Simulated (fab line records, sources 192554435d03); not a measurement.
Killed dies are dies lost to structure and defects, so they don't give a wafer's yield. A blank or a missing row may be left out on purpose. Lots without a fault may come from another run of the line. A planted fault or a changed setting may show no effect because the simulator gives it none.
Problem report in the 8D (eight disciplines) form, filled by code | flow n5_finfet | the parts of the form that need people (team, actions taken, sign-off) are left out

1. THE PROBLEM
cd_nm at N5_SD_EPI_N_CD_MEAS_09 reads a mean of 102.3 nm on 6 wafers of 2 lots; wafers without a fault read 120.0 nm with a standard deviation of 0.55. That is -32 standard deviations from the usual mean.
The step: target cd 120 nm.
First seen on wafer L816.2, day 7 08:52, on cd_sem-03. The record holds 30 wafers of 10 lots with a number at this step. Rule for "out", or "out of limits": more than 4 standard deviations from the usual mean. The other wafers with a number count as sound.

2. WHAT IT IS AND WHAT IT IS NOT
question                    | is                     | is not
which readings at this step | cd_nm                  | -
which lots                  | L816, L819             | L799, L800, L802, L805, L806, L807, L811, L822
which wafers of those lots  | all that have a number | -
read on which gauges        | cd_sem-02, cd_sem-03   | cd_sem-01
when                        | from day 7 08:52       | up to then (21 sound wafers); but 3 sound wafers of L822 came after

3. SUSPECTS, AND WHAT RULES EACH OUT
Counting: a tool at a process step up to the reading stays a suspect if it ran every lot that is out and no sound lot after the first of them.
- the gauge at N5_SD_EPI_N_CD_MEAS_09: ruled out. The wafers that are out were read on 2 gauges (cd_sem-02, cd_sem-03).
- arfi_scanner-02 at N5_SD_EPI_N_EXPOSE_06 (exposes mask SD N BLK, target cd 120 nm): kept. It ran every lot that is out, first L816 (day 7 08:44), and no sound lot after that; its last sound lot up to then is L805 (day 4 10:43). Its own readings are out on those wafers: exposure_dose_mJ_cm2.
Left after counting: arfi_scanner-02 at N5_SD_EPI_N_EXPOSE_06.

4. THE CAUSE (what the simulator had put in)
Process parameter drift: arfi_scanner-02, from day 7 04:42 on, at N5_SD_EPI_N_EXPOSE_06. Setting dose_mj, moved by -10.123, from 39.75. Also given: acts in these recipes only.
Counting left only this tool.

5. THE CHAIN OF EFFECTS, in route order
Each row: a reading whose mean over the struck wafers that have a number lies more than 3 standard deviations from the usual. Only readings for which the record gives a usual standard deviation are gone through. hours: the time from each lot's start at the first step in this table that gives one to its start at this step, as a median over the lots. sigmas: the change in usual standard deviations.
hours | step                    | reading              | usual    | on struck wafers | change | sigmas
0     | N5_SD_EPI_N_EXPOSE_06   | exposure_dose_mJ_cm2 | 39.74    | 30.62            | -9.12  | -99 or more
0     | N5_SD_EPI_N_CD_MEAS_09  | cd_nm                | 120.0 nm | 102.3            | -17.7  | -32
219   | N5_PASSIVATION_PROBE_49 | defect_limited_yield | 91.2 %   | 69.3             | -21.9  | -16
219   | N5_PASSIVATION_PROBE_49 | killed_at_front_end  | 40       | 278              | +238   | +20
219   | N5_PASSIVATION_PROBE_49 | killed_dies          | 103      | 362              | +259   | +15
219   | N5_PASSIVATION_PROBE_49 | sort_bin_5_function  | 5.1 %    | 26.4             | +21.3  | +22
219   | N5_PASSIVATION_PROBE_49 | sort_n_pass          | 1077     | 818              | -259   | -15
219   | N5_PASSIVATION_PROBE_49 | sort_yield_pct       | 91.2 %   | 69.3             | -21.9  | -16
The process steps in it:
- N5_SD_EPI_N_EXPOSE_06: exposes mask SD N BLK, target cd 120 nm.
- N5_PASSIVATION_PROBE_49
Later measuring or inspecting steps at which every struck wafer that the step has a row for has a number for every such reading, and none has moved that far: N5_BEOL_M4_RC_MEAS_101.

6. WHAT WOULD HAVE CAUGHT IT SOONER
In this record the first reading out of limits at a measuring or inspecting step was taken at day 7 08:52, 4 hours after the fault began at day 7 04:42.
The tool's own readings at N5_SD_EPI_N_EXPOSE_06 were out on every struck wafer that the step has a row for (exposure_dose_mJ_cm2): an alarm limit on them would have fired on the first of those.
Of the lots that are out (2), L819 began N5_SD_EPI_N_EXPOSE_06 on arfi_scanner-02 after day 7 08:52. A hold on the tool at that time would have spared it.
